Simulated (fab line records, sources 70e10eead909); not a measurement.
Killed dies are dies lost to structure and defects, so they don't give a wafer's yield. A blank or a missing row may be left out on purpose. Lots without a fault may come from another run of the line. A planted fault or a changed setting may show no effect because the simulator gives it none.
fab line records | flow nand_harc
record lots=13 wafers=37 last_day=33
route steps=1302 shown A_SLIT@934 A_WL_FILL@952 END@1302
lots that met no fault: from a run of the same line without faults
start_h: hours from the record's first day to the start of the lot's first wafer shown | wait_h: hours since the lot's step before | " the same as in the row above | L1.1+2: a row that stands for several wafers | - no value, or no start given | * or withheld: withheld | < > ~ a bound
route shown NAME@n: a module of which the file shows steps, and the number in the route of the first | usual: mean/standard deviation of fault-free wafers | same: alike in all rows | chamber/n: place in a boat | sites: the reading at each site | _std_site: their standard deviation | _edge_site: outer sites' mean less inner sites' | radius_mm: how far each site lies from the wafer's centre | mask NAME#n: copy n | behind: the tool/chamber that last shaped the wafer | hold: why the lot was held/for how many hours/how that ended | device: the transistor (n, p or np) that didn't switch | end of line: the same wafers' tests at the end of the route | a step without rows: its recipe alone | killed: dies lost to structure and defects at the first sort, not the wafer's yield | map: a wafer's dies, x killed, . not, _ none there
set.NAME: the setting as run; set.NAME@STEP: as run at that earlier step | model.NAME: the simulator's own value behind a step, which no gauge read
steps of the route over a sample of lots; a table a step, a row a wafer
services: from which hour (start_h, from the record's first day; less than 0 if before it) a tool's chamber was out of use, for how many hours, and why
## steps
# step NHARC_A_SLIT_OVL_MEAS_10
# usual overlay_x_nm=-0.2/0.89 overlay_y_nm=0.0/0.79
# columns lot.wafer tool chamber start_h wait_h overlay_x_nm overlay_y_nm
L380.1 overlay-02 - 453.86 - 1.1 -0.6
L380.3 " - " " 0.8 0.0
L380.5 " - " " 1.1 -0.7
L386.1 overlay-02 - 499.92 - -0.6 -0.1
L386.4 " - " " -0.6 -0.3
L386.5 " - " " -0.5 -0.4
L384.2 overlay-02 - 512.66 - -0.4 0.8
L384.4 " - " " -0.6 1.1
L384.6 " - " " 0.0 0.7
L385.3 overlay-02 - 521.30 - 0.5 0.2
L385.5 " - " " 0.6 0.2
L385.6 " - " " 0.8 -0.1
L387.2 overlay-01 - 522.77 - -0.4 -1.5
L387.3 " - " " 0.0 -0.8
L390.3 overlay-02 - 555.79 - -1.4 0.5
L390.5 " - " " -1.5 0.5
L394.1 overlay-01 - 618.82 - -1.3 0.3
L394.3 " - " " -0.4 1.5
L394.5 " - " " -1.0 1.3
L397.4 overlay-01 - 633.44 - 0.0 0.5
L397.5 " - " " 0.5 0.5
L397.6 " - " " 0.5 0.0
L398.4 overlay-01 - 634.48 - 0.1 -0.3
L398.5 " - " " 0.2 -0.5
L398.6 " - " " 0.2 0.2
L399.1 overlay-01 - 650.38 - -0.1 -0.8
L399.4 " - " " -0.6 -0.7
L399.5 " - " " 0.1 -0.7
L401.1 overlay-02 - 668.62 - 0.8 -0.1
L401.3 " - " " 1.0 -0.3
L401.5 " - " " 0.6 0.1
L402.1 overlay-01 - 668.78 - -0.9 -0.6
L402.4 " - " " -0.5 -0.2
L402.6 " - " " -0.5 -0.1
L403.1 overlay-01 - 682.04 - -1.2 -0.4
L403.3 " - " " -1.4 0.2
L403.4 " - " " -1.3 0.2
# step NHARC_A_WL_FILL_ALD_00
# recipe target_thk_a=30 pulse_time_s=3 ald_cycles=30 temp_c=300 material=Al2O3
# usual ald_cycles=30/0 heater_power_w=435/34 precursor_pulse_height_rel=0.998/0.02
# same pulse_time_s=3
# columns lot.wafer tool chamber start_h wait_h ald_cycles heater_power_w precursor_pulse_height_rel
L380.1 ald_hk-03 0 468.33 1.5 30 400 0.973
L380.3 " 2 " " 30 471 0.976
L380.5 " 1 " " 30 441 0.974
L386.4 ald_hk-04 2 512.46 0.1 30 421 1.009
L386.1 " 3 " " 30 435 1.004
L386.5 " 0 " " 30 407 0.979
L384.4 ald_hk-01 2 526.36 0.1 30 445 1.031
L384.2 " 0 " " 30 399 0.964
L384.6 " 3 " " 30 383 1.000
L385.3 ald_hk-04 0 534.54 0.1 34 405 0.967
L385.6 " 2 " " 30 434 1.026
L385.5 " 3 " " 30 415 1.009
L387.3 ald_hk-04 0 537.63 0.1 34 410 0.986
L387.2 " 1 " " 34 479 0.978
L390.3 ald_hk-04 2 568.91 0.1 34 420 0.994
L390.5 " 3 " " 30 431 0.996
L394.3 ald_hk-04 3 631.98 0.1 30 437 0.983
L394.1 " 0 " " 30 389 0.993
L394.5 " 3 " " 30 438 0.974
L398.4 ald_hk-03 1 646.55 0.1 30 448 1.042
L398.5 " 0 " " 30 396 1.018
L398.6 " 1 " " 30 433 1.013
L397.4 ald_hk-04 0 646.61 0.1 30 406 0.980
L397.6 " 1 " " 30 487 1.002
L397.5 " 2 " " 30 434 1.025
L399.4 ald_hk-03 3 663.51 0.1 30 472 1.000
L399.1 " 1 " " 30 444 1.009
L399.5 " 3 " " 30 475 0.987
L401.1 ald_hk-04 3 687.13 0.1 30 439 0.990
L401.3 " 0 " " 30 396 0.986
L401.5 " 2 " " 30 444 0.980
L402.1 ald_hk-04 0 690.94 0.1 30 402 0.971
L402.4 " 2 " " 30 433 1.012
L402.6 " 3 " " 30 429 1.026
L403.3 ald_hk-01 3 696.74 0.1 30 343 1.005
L403.4 " 0 " " 30 412 0.992
L403.1 " 2 " " 30 447 0.998
# step NHARC_A_WL_FILL_ETCHBACK_05
# recipe target_depth_a=220 time_s=60 temp_c=40 chemistry=Cl2/BCl3
# usual drypump_motor_current_A=5.55/0.25 oes_product_au=1.004/0.013
# same time_s=60
# columns lot.wafer tool chamber start_h wait_h drypump_motor_current_A oes_product_au rf_hours_counter_h
L380.1 rie_metal-01 1 469.85 0.2 5.82 0.997 1.2
L380.3 " 1 " " 5.84 1.016 -
L380.5 " 1 " " 5.84 1.015 -
L386.1 rie_metal-03 1 514.16 0.4 5.15 1.010 3.1
L386.4 " 1 " " 5.16 0.992 -
L386.5 " 1 " " 5.16 1.008 -
L384.2 rie_metal-02 0 527.89 0.2 5.68 1.010 1.4
L384.4 " 0 " " 5.72 1.011 -
L384.6 " 1 " " 5.74 1.003 -
L385.3 rie_metal-01 0 536.06 0.2 5.39 1.002 -
L385.6 " 1 " " 5.83 1.011 -
L385.5 " 0 " " 5.40 0.992 -
L387.2 rie_metal-03 0 539.26 0.2 5.30 1.001 0.4
L387.3 " 1 " " 5.16 1.020 -
L390.3 rie_metal-02 0 570.48 0.2 5.69 1.018 -
L390.5 " 0 " " 5.71 1.004 -
L394.1 rie_metal-03 0 633.57 0.2 5.31 1.008 1.6
L394.3 " 1 " " 5.16 1.019 -
L394.5 " 1 " " 5.16 1.033 -
L398.4 rie_metal-01 1 648.10 0.1 5.84 0.999 -
L398.6 " 1 " " 5.85 1.011 -
L398.5 " 0 " " 5.39 0.982 -
L397.4 rie_metal-02 0 648.36 0.2 5.70 0.994 -
L397.5 " 1 " " 5.76 1.001 -
L397.6 " 0 " " 5.67 0.995 -
L399.1 rie_metal-03 0 665.02 0.2 5.29 1.010 2.2
L399.4 " 1 " " 5.18 1.030 -
L399.5 " 0 " " 5.28 1.017 -
L401.1 rie_metal-01 0 688.74 0.2 5.40 0.983 1.7
L401.3 " 1 " " 5.86 0.999 -
L401.5 " 0 " " 5.40 0.975 -
L402.1 rie_metal-02 0 692.47 0.2 5.71 0.999 0.9
L402.4 " 0 " " 5.70 1.000 -
L402.6 " 1 " " 5.74 1.011 -
L403.1 rie_metal-01 1 698.27 0.2 5.83 0.997 2.4
L403.4 " 0 " " 5.39 0.970 -
L403.3 " 1 " " 5.82 1.015 -
# step NHARC_A_WL_FILL_ALD_10
# recipe target_thk_a=500 pulse_time_s=10 ald_cycles=500 temp_c=300 material=SiO2
# usual ald_cycles=500/0 heater_power_w=439/35 precursor_pulse_height_rel=0.998/0.021
# same pulse_time_s=10
# columns lot.wafer tool chamber start_h wait_h ald_cycles heater_power_w precursor_pulse_height_rel
L380.3 ald_hk-04 2 478.71 0.1 500 425 0.963
L380.1 " 0 479.74 1.1 500 391 1.001
L380.5 " 2 480.76 2.1 500 419 0.967
L386.1 ald_hk-04 3 522.57 3.6 500 439 0.944
L386.4 " 0 " " 500 407 1.001
L386.5 " 2 524.13 5.2 500 423 0.992
L384.4 ald_hk-03 1 533.08 0.0 500 458 0.985
L384.2 " 0 534.65 1.6 500 402 0.995
L384.6 " 2 535.70 2.7 500 474 1.051
L385.3 ald_hk-03 3 540.71 1.1 500 480 1.013
L385.5 " 1 541.72 2.1 500 453 0.990
L385.6 " 2 " " 500 477 0.996
L387.2 ald_hk-04 1 546.31 0.6 500 469 1.013
L387.3 " 3 547.34 1.6 500 438 0.986
L390.3 ald_hk-01 3 578.82 1.2 500 391 1.039
L390.5 " 1 579.85 2.2 500 495 1.005
L394.3 ald_hk-03 2 639.57 0.1 500 462 1.005
L394.1 " 3 " " 500 474 0.994
L394.5 " 2 641.65 2.1 500 461 1.044
L397.4 ald_hk-03 0 653.12 0.0 500 406 0.993
L397.6 " 0 655.15 2.1 500 401 1.019
L397.5 " 1 " " 500 442 0.990
L398.4 ald_hk-01 0 654.66 1.6 500 407 0.983
L398.6 " 1 " " 500 501 1.032
L398.5 " 2 " " 500 439 0.980
L399.4 ald_hk-01 0 672.61 1.1 500 420 1.013
L399.1 " 1 " " 500 507 0.986
L399.5 " 2 " " 500 450 1.019
L401.1 ald_hk-04 0 697.15 0.1 500 394 0.988
L401.3 " 1 " " 500 464 0.995
L401.5 " 0 699.24 2.1 500 402 0.997
L402.4 ald_hk-01 3 697.67 0.6 500 359 1.000
L402.1 " 0 " " 500 419 0.982
L402.6 " 3 699.76 2.7 500 352 1.006
L403.4 ald_hk-04 1 703.37 0.1 500 458 0.974
L403.3 " 2 " " 500 437 0.981
L403.1 " 0 704.91 1.6 500 398 1.011
# step NHARC_END_SORT_01
# recipe temp_c=25
# usual killed_at_array=64/20 killed_at_other=0.7/1.1 killed_at_periphery=3.6/2.7 killed_dies=68/20 killed_open=2.8/1.9 killed_short=2.3/1.5
# same gross_dies=677
# columns lot.wafer tool chamber start_h wait_h killed_at_array killed_at_other killed_at_periphery killed_dies killed_open killed_short
L380.1 prober-01 0 571.61 2.5 59 0 4 63 0 2
L380.3 prober-01 0 573.20 3.1 50 0 3 53 1 1
L380.5 prober-01 0 574.78 3.7 40 0 1 41 1 0
L386.1 prober-01 0 619.43 2.5 45 1 3 49 1 3
L386.4 prober-01 0 621.82 3.4 44 3 3 50 5 1
L386.5 prober-01 0 622.62 3.7 48 4 1 53 1 1
L394.1 prober-02 0 730.63 2.5 85 1 2 88 9 2
L394.3 prober-02 0 732.24 3.1 68 0 0 68 1 1
L394.5 prober-02 0 733.85 3.7 83 0 1 84 3 6
L398.6 prober-02 0 750.03 4.0 56 0 8 64 7 0
L397.5 prober-01 0 749.22 3.7 84 3 8 95 9 3
L399.1 prober-01 0 762.14 2.5 65 0 4 69 3 5
L401.1 prober-02 0 784.91 2.5 43 0 6 49 1 1
L401.3 prober-02 0 786.52 3.1 52 0 1 53 2 2
L401.5 prober-02 0 788.14 3.7 48 0 1 49 2 2
# killed by level:class
L380.1 A_CHANNEL_HOLE_D2:chamber_film_flake=34 A_CONTACT:chamber_film_flake=8 A_BLC:chamber_film_flake=6 A_CHANNEL_HOLE_D1:chamber_film_flake=4 P_ZERO_WELL:chamber_film_flake=3 A_STAIRCASE:chamber_film_flake=3 A_CHANNEL_FILL_D1:chamber_film_flake=2 P_M0:geometric_particle:short=1
L380.3 A_CHANNEL_HOLE_D2:chamber_film_flake=29 A_CONTACT:chamber_film_flake=9 A_CHANNEL_HOLE_D1:chamber_film_flake=3 A_BLC:chamber_film_flake=3 P_ZERO_WELL:chamber_film_flake=2 A_SLIT:chamber_film_flake=2 P_M0:geometric_particle:open=1 A_ONON_D1:geometric_particle:short=1
L380.5 A_CHANNEL_HOLE_D2:chamber_film_flake=24 A_CONTACT:chamber_film_flake=6 A_CHANNEL_HOLE_D1:chamber_film_flake=4 A_BLC:chamber_film_flake=4 A_DECK1_JOINT:geometric_particle:open=1 P_ZERO_WELL:chamber_film_flake=1 A_CHANNEL_FILL_D2:chamber_film_flake=1
L386.1 A_SLIT:chamber_film_flake=27 A_CHANNEL_HOLE_D2:chamber_film_flake=8 A_CHANNEL_FILL_D2:geometric_particle:short=2 P_ZERO_WELL:chamber_film_flake=2 A_CHANNEL_HOLE_D1:chamber_film_flake=2 A_CHANNEL_FILL_D1:chamber_film_flake=2 P_M1:geometric_particle:short=1 A_ONON_D2:geometric_particle:open=1
L386.4 A_SLIT:chamber_film_flake=25 A_CHANNEL_HOLE_D2:chamber_film_flake=8 A_CHANNEL_FILL_D1:chamber_film_flake=3 THIN_TSV:chamber_film_flake=3 P_M0:geometric_particle:open=2 A_CHANNEL_HOLE_D1:chamber_film_flake=2 A_ONON_D1:geometric_particle:open=1 A_DECK1_JOINT:geometric_particle:open=1
L386.5 A_SLIT:chamber_film_flake=31 A_CHANNEL_HOLE_D2:chamber_film_flake=5 A_CHANNEL_HOLE_D1:chamber_film_flake=4 THIN_TSV:chamber_film_flake=3 A_CONTACT:chamber_film_flake=2 A_SOURCE_PLATE:geometric_particle:short=1 A_WL_FILL:geometric_particle:open=1 P_ZERO_WELL:chamber_film_flake=1
L394.1 A_CHANNEL_HOLE_D1:chamber_film_flake=31 A_CHANNEL_HOLE_D2:chamber_film_flake=24 A_CONTACT:chamber_film_flake=8 A_SLIT:chamber_film_flake=6 A_STAIRCASE:chamber_film_flake=3 A_CHANNEL_FILL_D2:geometric_particle:open=2 A_WL_FILL:chamber_film_flake=2 P_STI:geometric_particle:short=1
L394.3 A_CHANNEL_HOLE_D1:chamber_film_flake=27 A_CHANNEL_HOLE_D2:chamber_film_flake=25 A_CONTACT:chamber_film_flake=5 A_SLIT:chamber_film_flake=3 A_DECK1_JOINT:chamber_film_flake=3 A_STAIRCASE:chamber_film_flake=2 A_CHANNEL_FILL_D2:geometric_particle:open=1 A_SGD_CUT:geometric_particle:short=1
L394.5 A_CHANNEL_HOLE_D1:chamber_film_flake=39 A_CHANNEL_HOLE_D2:chamber_film_flake=25 A_SLIT:chamber_film_flake=7 A_ONON_D1:geometric_particle:short=2 A_CHANNEL_FILL_D2:geometric_particle:short=2 A_CONTACT:chamber_film_flake=2 P_M1:geometric_particle:open=1 A_CHANNEL_HOLE_D1:geometric_particle:open=1
L397.5 A_CHANNEL_HOLE_D2:chamber_film_flake=34 A_CHANNEL_HOLE_D1:chamber_film_flake=33 A_CONTACT:chamber_film_flake=5 HYBRID_BOND:chamber_film_flake=3 P_M0:geometric_particle:open=2 A_WL_FILL:geometric_particle:open=2 P_GATE:chamber_film_flake=2 A_STAIRCASE:chamber_film_flake=2
L398.6 A_SLIT:chamber_film_flake=25 A_CHANNEL_HOLE_D1:chamber_film_flake=8 A_STAIRCASE:chamber_film_flake=8 A_CONTACT:chamber_film_flake=7 P_ZERO_WELL:chamber_film_flake=4 A_CHANNEL_FILL_D2:geometric_particle:open=2 P_GATE:chamber_film_flake=2 P_CONTACT:geometric_particle:open=1
L399.1 A_SLIT:chamber_film_flake=33 A_CHANNEL_HOLE_D1:chamber_film_flake=11 A_CHANNEL_FILL_D1:chamber_film_flake=4 A_STAIRCASE:chamber_film_flake=4 A_CONTACT:chamber_film_flake=4 A_WL_FILL:geometric_particle:short=2 P_STI:geometric_particle:short=1 P_M0:geometric_particle:short=1
L401.1 A_CHANNEL_HOLE_D1:chamber_film_flake=16 A_STAIRCASE:chamber_film_flake=10 A_SLIT:chamber_film_flake=8 P_ZERO_WELL:chamber_film_flake=5 A_CONTACT:chamber_film_flake=4 A_WL_FILL:chamber_film_flake=2 P_GATE:geometric_particle:open=1 A_ONON_D2:geometric_particle:short=1
L401.3 A_CHANNEL_HOLE_D1:chamber_film_flake=20 A_SLIT:chamber_film_flake=10 A_STAIRCASE:chamber_film_flake=8 A_CONTACT:chamber_film_flake=7 A_WL_FILL:chamber_film_flake=2 A_CHANNEL_HOLE_D1:geometric_particle:short=1 A_WL_FILL:geometric_particle:short=1 A_WL_FILL:geometric_particle:open=1
L401.5 A_CHANNEL_HOLE_D1:chamber_film_flake=14 A_SLIT:chamber_film_flake=9 A_STAIRCASE:chamber_film_flake=8 A_CONTACT:chamber_film_flake=6 A_WL_FILL:chamber_film_flake=4 A_SGD_CUT:geometric_particle:open=1 A_WL_FILL:geometric_particle:short=1 A_WL_FILL:geometric_particle:open=1
## services
# columns tool chamber start_h hours kind
rie_metal-02 - 454.00 9.0 pm
rie_metal-01 0 473.30 5.2 repair
ald_hk-01 - 476.06 10.0 pm
ald_hk-03 - 486.29 1.1 repair
rie_metal-03 0 513.37 3.7 repair
rie_metal-03 - 519.00 9.0 pm
rie_metal-01 - 556.75 0.5 repair
rie_metal-01 0 573.81 24.2 repair
rie_metal-01 - 575.00 9.0 pm
ald_hk-03 - 577.73 10.0 pm
ald_hk-03 0 577.73 10.0 vent_cycle
ald_hk-03 1 577.73 10.0 vent_cycle
ald_hk-03 2 577.73 10.0 vent_cycle
ald_hk-04 - 610.75 10.0 pm
ald_hk-04 0 610.75 10.0 vent_cycle
ald_hk-04 1 610.75 10.0 vent_cycle
ald_hk-04 2 610.75 10.0 vent_cycle
ald_hk-04 3 610.75 10.0 vent_cycle
ald_hk-04 0 620.75 - clean
ald_hk-04 1 620.75 - clean
ald_hk-04 2 620.75 - clean
ald_hk-04 3 620.75 - clean
rie_metal-02 - 631.07 9.0 pm
rie_metal-03 - 696.00 9.0 pm
## key
first_sign step=NHARC_A_WL_FILL_ALD_00 reading=ald_cycles direction=up sigmas=99+ usual=30 struck=34
effect none on later readings
met_at NHARC_A_WL_FILL_ALD_00
struck_lots L385,L387,L390
struck_wafers L385.3,L387.2,L387.3,L390.3
tester_left_out L385,L387,L390
not_acting_at NHARC_A_SLIT_OVL_MEAS_10,NHARC_A_WL_FILL_ETCHBACK_05,NHARC_A_WL_FILL_ALD_10
onset_between 512.46 534.54
fault kind=process_parameter_drift tool=ald_hk-04 chamber=- onset_h=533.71 steps=NHARC_A_WL_FILL_ALD_00 channel=ald_cycles offset=4 shape=step end_h=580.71 scope=struck_wafers_only acts_in=these_recipes_only stated=30
# tester_left_out: of these lots the tester's yield and bins aren't shown, on N5 and GAA mostly nor the transistor test; their killed dies are dies lost to structure and defects alone, not to doping, threshold or leakage, so they don't give the yield
